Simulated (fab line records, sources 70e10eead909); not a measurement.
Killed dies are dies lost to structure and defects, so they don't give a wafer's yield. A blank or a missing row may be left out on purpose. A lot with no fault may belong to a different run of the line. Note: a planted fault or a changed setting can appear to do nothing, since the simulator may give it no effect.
Matching of chambers    flow nand_harc    NHARC_A_M0_STRIP_18 on rie_diel-03: 4 sister chambers
The step strips in N2/H2. 4 wafers are shown with their chamber, then 7 later ones without.

## WAFERS PAIRED WITH THEIR CHAMBERS
wafer   chamber  drypump_motor_current_A (A)
L335.1  3        5.7
L341.2  2        5.9
L344.1  0        6.1
L344.2  1        4.8

## WAFERS WHOSE CHAMBER IS MISSING
wafer   drypump_motor_current_A (A)
L344.4  5.9
L345.2  5.9
L345.4  6.1
L345.5  5.6
L350.1  5.9
L350.2  5.6
L350.5  5.9

## WHICH CHAMBER EACH ONE RAN IN
wafer   from the rows above  in truth
L344.4  2                    2
L345.2  2                    2
L345.4  0                    0
L345.5  3                    3
L350.1  2                    2
L350.2  3                    3
L350.5  2                    2
Correct placement for 7 of the 7. Left unplaced by these rows: 0. Wrongly placed: 0.
How it was worked out, from the rows above alone: a wafer's distance from a chamber is the root of the sum, over the readings, of the square of ((its reading less the chamber's mean) divided by the reading's scatter). The wafer belongs to the nearest chamber; if the next one is less than 2 further off, it can't be placed. A chamber's mean is the mean of its shown wafers. The scatter (one wafer shown for each chamber): square how far every hidden wafer sits from the nearest shown wafer, average those squares and take the square root.
